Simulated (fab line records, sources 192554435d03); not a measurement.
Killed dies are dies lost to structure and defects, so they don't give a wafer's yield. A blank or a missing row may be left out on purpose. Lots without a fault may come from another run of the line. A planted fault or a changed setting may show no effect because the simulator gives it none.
Chamber matching | flow n5_finfet | N5_STI_FIN_REVEAL_ALD_14 on ald_sin-03: 4 sister chambers
The step deposits Si3N4, target thk 3 nm. 4 wafers are shown with their chamber, then 8 later ones without.

WAFERS WITH THEIR CHAMBER
wafer  | chamber | heater_power_w (W)
L086.1 | 2       | 880
L086.3 | 0       | 934
L086.4 | 3       | 763
L092.1 | 1       | 805

WAFERS WITHOUT THEIR CHAMBER
wafer  | heater_power_w (W)
L092.2 | 886
L092.3 | 777
L094.3 | 752
L094.5 | 891
L094.6 | 790
L097.1 | 792
L097.3 | 941
L097.6 | 810

WHICH CHAMBER EACH WENT THROUGH
wafer  | from the rows above     | in truth
L092.2 | 2                       | 2
L092.3 | can't be placed: 3 or 1 | 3
L094.3 | 3                       | 3
L094.5 | 2                       | 2
L094.6 | can't be placed: 1 or 3 | 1
L097.1 | can't be placed: 1 or 3 | 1
L097.3 | 0                       | 0
L097.6 | 1                       | 1
Placed correctly: 5 of 8. Can't be placed from these rows: 3 (the true chamber is among the candidates in 3). Placed wrongly: 0.
How it was worked out, from the rows above alone: a wafer's distance from a chamber is the root of the sum, over the readings, of the square of ((its reading less the chamber's mean) divided by the reading's scatter). The wafer belongs to the nearest chamber; if the next one is less than 2 further off, it can't be placed. A chamber's mean is the mean of its shown wafers. The scatter: with one shown wafer a chamber, the root of the mean of the squares of how far each hidden wafer lies from its nearest shown one.
